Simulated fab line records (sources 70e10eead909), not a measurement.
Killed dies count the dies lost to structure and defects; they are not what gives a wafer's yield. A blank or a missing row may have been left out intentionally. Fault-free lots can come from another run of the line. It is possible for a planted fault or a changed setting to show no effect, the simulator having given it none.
Chamber matching || flow nand-harc || 3 sister chambers for NHARC_A_M0_PRE_CLEAN_31 on pecvd-04
The step time 12 s. 6 wafers are shown with their chamber, then 10 later ones without.

== WAFERS WITH THEIR CHAMBER ==
{"wafer": "L078.4", "chamber": 2, "heater-power-w (W)": 786}
{"wafer": "L084.6", "chamber": 0, "heater-power-w (W)": 655}
{"wafer": "L082.2", "chamber": 2, "heater-power-w (W)": 740}
{"wafer": "L082.5", "chamber": 0, "heater-power-w (W)": 680}
{"wafer": "L088.2", "chamber": 1, "heater-power-w (W)": 590}
{"wafer": "L088.4", "chamber": 1, "heater-power-w (W)": 585}

== WAFERS WITHOUT THEIR CHAMBER ==
{"wafer": "L088.5", "heater-power-w (W)": 652}
{"wafer": "L090.1", "heater-power-w (W)": 658}
{"wafer": "L090.3", "heater-power-w (W)": 587}
{"wafer": "L090.4", "heater-power-w (W)": 655}
{"wafer": "L094.2", "heater-power-w (W)": 585}
{"wafer": "L094.4", "heater-power-w (W)": 568}
{"wafer": "L094.6", "heater-power-w (W)": 587}
{"wafer": "L095.2", "heater-power-w (W)": 571}
{"wafer": "L095.4", "heater-power-w (W)": 542}
{"wafer": "L095.5", "heater-power-w (W)": 695}

== WHICH CHAMBER EACH ONE RAN IN ==
{"wafer": "L088.5", "from the rows above": 0, "in truth": 0}
{"wafer": "L090.1", "from the rows above": 0, "in truth": 0}
{"wafer": "L090.3", "from the rows above": 1, "in truth": 1}
{"wafer": "L090.4", "from the rows above": 0, "in truth": 0}
{"wafer": "L094.2", "from the rows above": 1, "in truth": 1}
{"wafer": "L094.4", "from the rows above": 1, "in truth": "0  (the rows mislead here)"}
{"wafer": "L094.6", "from the rows above": 1, "in truth": 1}
{"wafer": "L095.2", "from the rows above": 1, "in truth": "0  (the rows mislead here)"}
{"wafer": "L095.4", "from the rows above": 1, "in truth": 1}
{"wafer": "L095.5", "from the rows above": "can't be placed: 0 or 2", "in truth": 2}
Correct placement for 7 of the 10. These rows do not allow placing 1 (true chamber among the candidates in 1). Wrongly placed: 2.
How it was worked out, from the rows above alone: a wafer's distance from a chamber is the root of the sum, over the readings, of the square of ((its reading less the chamber's mean) divided by the reading's scatter). If the next closest chamber is less than 2 further off than the closest, the wafer can't be placed; otherwise it belongs to the closest. The mean given for a chamber averages the wafers shown for that chamber. How the scatter is found: for the shown wafers, subtract from each reading the mean of its chamber, square and add these, divide the total by (wafers less chambers), then take the root.
